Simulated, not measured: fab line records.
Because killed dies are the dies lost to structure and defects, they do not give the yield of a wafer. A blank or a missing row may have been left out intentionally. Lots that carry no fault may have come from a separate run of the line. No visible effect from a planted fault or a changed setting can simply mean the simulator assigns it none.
Chamber matching || flow nand-harc || rie-diel-01 running NHARC_P_BONDPAD_DESCUM_11: 4 sister chambers
The step chemistry O2, time 3 s. 4 wafers are shown with their chamber, then 11 later ones without.

## WAFERS WITH THEIR CHAMBER
{"wafer": "L725.1", "chamber": 1, "drypump-motor-current-A (A)": 6.6}
{"wafer": "L732.2", "chamber": 3, "drypump-motor-current-A (A)": 5.9}
{"wafer": "L732.3", "chamber": 0, "drypump-motor-current-A (A)": 5.3}
{"wafer": "L733.3", "chamber": 2, "drypump-motor-current-A (A)": 5.1}

## WAFERS WITH NO CHAMBER GIVEN
{"wafer": "L733.4", "drypump-motor-current-A (A)": 5.3}
{"wafer": "L733.6", "drypump-motor-current-A (A)": 5.1}
{"wafer": "L734.3", "drypump-motor-current-A (A)": 6.6}
{"wafer": "L734.5", "drypump-motor-current-A (A)": 6.6}
{"wafer": "L734.6", "drypump-motor-current-A (A)": 5.0}
{"wafer": "L735.1", "drypump-motor-current-A (A)": 5.9}
{"wafer": "L735.4", "drypump-motor-current-A (A)": 5.3}
{"wafer": "L735.6", "drypump-motor-current-A (A)": 5.9}
{"wafer": "L736.1", "drypump-motor-current-A (A)": 5.9}
{"wafer": "L736.2", "drypump-motor-current-A (A)": 5.1}
{"wafer": "L736.6", "drypump-motor-current-A (A)": 5.3}

## EACH ONE'S CHAMBER
{"wafer": "L733.4", "from the rows above": 0, "in truth": 0}
{"wafer": "L733.6", "from the rows above": 2, "in truth": 2}
{"wafer": "L734.3", "from the rows above": 1, "in truth": 1}
{"wafer": "L734.5", "from the rows above": 1, "in truth": 1}
{"wafer": "L734.6", "from the rows above": 2, "in truth": 2}
{"wafer": "L735.1", "from the rows above": 3, "in truth": 3}
{"wafer": "L735.4", "from the rows above": 0, "in truth": 0}
{"wafer": "L735.6", "from the rows above": 3, "in truth": 3}
{"wafer": "L736.1", "from the rows above": 3, "in truth": 3}
{"wafer": "L736.2", "from the rows above": 2, "in truth": 2}
{"wafer": "L736.6", "from the rows above": 0, "in truth": 0}
Correctly placed: 11 of 11. Left unplaced by these rows: 0. Number placed wrongly: 0.
How it was worked out, from the rows above alone: a wafer's distance from a chamber is the root of the sum, over the readings, of the square of ((its reading less the chamber's mean) divided by the reading's scatter). If the next closest chamber is less than 2 further off than the closest, the wafer can't be placed; otherwise it belongs to the closest. Each chamber's mean is taken over the wafers shown for it. The scatter: root of mean squared gap, hidden wafer to nearest shown wafer, with one shown wafer a chamber.
